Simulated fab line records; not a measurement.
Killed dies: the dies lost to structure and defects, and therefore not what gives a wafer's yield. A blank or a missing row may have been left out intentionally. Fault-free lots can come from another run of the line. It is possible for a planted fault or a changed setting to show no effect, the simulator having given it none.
Comparing a struck lot with a sound one || flow n5-finfet || 21 out of 1938 route steps
Sound: the wafers L523.2, L523.3, L523.5. Struck: wafers L525.1, L525.3, L525.5. At the end, the cause is stated.
Per side, at each step with rows, come the tool, then ch with its chambers, and then its first start. Under that, the readings that differ: sound wafers || struck wafers || difference of the means || sigmas: that difference in standard deviations of wafers without a fault.
alike: a reading whose means differ by less than 2 such deviations, as well as words and numbers matching on both sides. not compared: withheld readings; readings where some wafer has no value; bounds like >300 that might hide an equal value; numbers whose values overlap and for which the record gives no deviation.
The two part at a step that has a row with sigmas, a row that says differs or no value, or rows on one side only. Numbers that have no deviation but don't overlap get no sigmas and don't part them. A reading missing from all wafers of one side parts the sides only when that side holds two or more wafers.

first, 8 steps without rows for these wafers: N5_BEOL_M9_DESCUM_16 (chemistry O2, time 7.9 s); N5_BEOL_M9_ETCH_61 (etches SiARC in CF4, target depth 39 nm, time 65 s); N5_BEOL_M9_ETCH_62 (etches SOC in N2/H2, target depth 110 nm, overetch 22 nm, time 165 s); N5_BEOL_M9_STRIP_68 (strips in N2/H2); N5_BEOL_M9_STRIP_67 (strips in CF4); N5_BEOL_M9_HM_OPEN_17 (chemistry Cl2/BCl3, target TiN, target depth 20 nm, overetch 6 nm); N5_BEOL_M9_STRIP_19 (strips in O2); N5_BEOL_M9_COAT_63 (time 60 s, resist thk 60 nm).
N5_BEOL_M9_COAT_64: time 60 s, resist thk 12 nm.
  sound on litho-track-04 ch 0, day 13 02:49; struck on litho-track-04 ch 0, day 14 12:56
{"reading": "spin-speed-rpm (rpm)", "sound": "1499.8 1500.7 1499.4", "struck": "1238.3 1238.2 1238.6", "difference": -261.6, "sigmas": "-99 or more"}
{"reading": "model.SiARC_of_BEOL_M9_COAT_64.thk-nm (nm)", "sound": "12 12 12", "struck": "13.2 13.2 13.4", "difference": "+1.3", "sigmas": ""}
  alike: heater-power-total-W
then, 9 steps without rows for these wafers: N5_BEOL_M9_COAT_75 (time 60 s, resist thk 5 nm); N5_BEOL_M9_COAT_22 (resist thk 30 nm); N5_BEOL_M9_EBR_24; N5_BEOL_M9_SOFTBAKE_23 (time 60 s); N5_BEOL_M9_EXPOSE_25 (exposes mask V8); N5_BEOL_M9_PEB_26 (peb time 60 s); N5_BEOL_M9_DEVELOP_27 (develop time 30 s); N5_BEOL_M9_DESCUM_33 (chemistry O2, time 7 s); N5_BEOL_M9_ETCH_76 (etches underlayer in N2/H2, target depth 6.5 nm, time 5.2 s).
N5_BEOL_M9_ETCH_65: etches SiARC in CF4, target depth 15.6 nm, time 26 s.
  sound on rie-diel-02 ch 1,2,3, day 13 03:16; struck on rie-diel-06 ch 0,3, day 14 13:32
{"reading": "etch-rf-on-time-s (s)", "sound": "25.6 25.9 25.8", "struck": "27.9 28.9 28.2", "difference": "+2.6", "sigmas": "+4"}
{"reading": "model.etch.depth-nm (nm)", "sound": "12.01 12.01 12.06", "struck": "13.3 13.28 13.35", "difference": "+1.3", "sigmas": ""}
{"reading": "model.CAR-EUV_of_BEOL_M9_COAT_22.thk-nm (nm)", "sound": "11.2 11.2 11.2", "struck": "10.2 10.4 10.2", "difference": -0.9, "sigmas": ""}
  alike: drypump-motor-current-A, oes-product-au, rf-fwd-power-W, rf-vpp-V, showerhead-plenum-p-Torr, throttle-valve-pct
  not compared: rf-hours-counter-h
N5_BEOL_M9_ETCH_66: etches SOC in N2/H2, target depth 80 nm, overetch 16 nm, time 120 s.
  sound on rie-diel-02 ch 1,2,3, day 13 03:17; struck on rie-diel-06 ch 0,3, day 14 13:34
{"reading": "model.SiARC_of_BEOL_M9_COAT_64.thk-nm (nm)", "sound": "6.2 6.4 6.4", "struck": "7.8 7.6 7.8", "difference": "+1.4", "sigmas": ""}
  alike: drypump-motor-current-A, oes-product-au, rf-fwd-power-W, rf-vpp-V, showerhead-plenum-p-Torr, throttle-valve-pct
  not compared: rf-hours-counter-h
then, 1 step without rows for these wafers: N5_BEOL_M9_STRIP_69 (strips in N2/H2).

WHERE THEY PART
First at N5_BEOL_M9_COAT_64; last, within this record, at N5_BEOL_M9_ETCH_65. Later steps at which nothing parts them and some readings are alike: N5_BEOL_M9_ETCH_66.

WHY: what the simulator had put in
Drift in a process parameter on litho-track-04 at N5_BEOL_M9_COAT_64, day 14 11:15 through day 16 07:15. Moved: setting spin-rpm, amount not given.
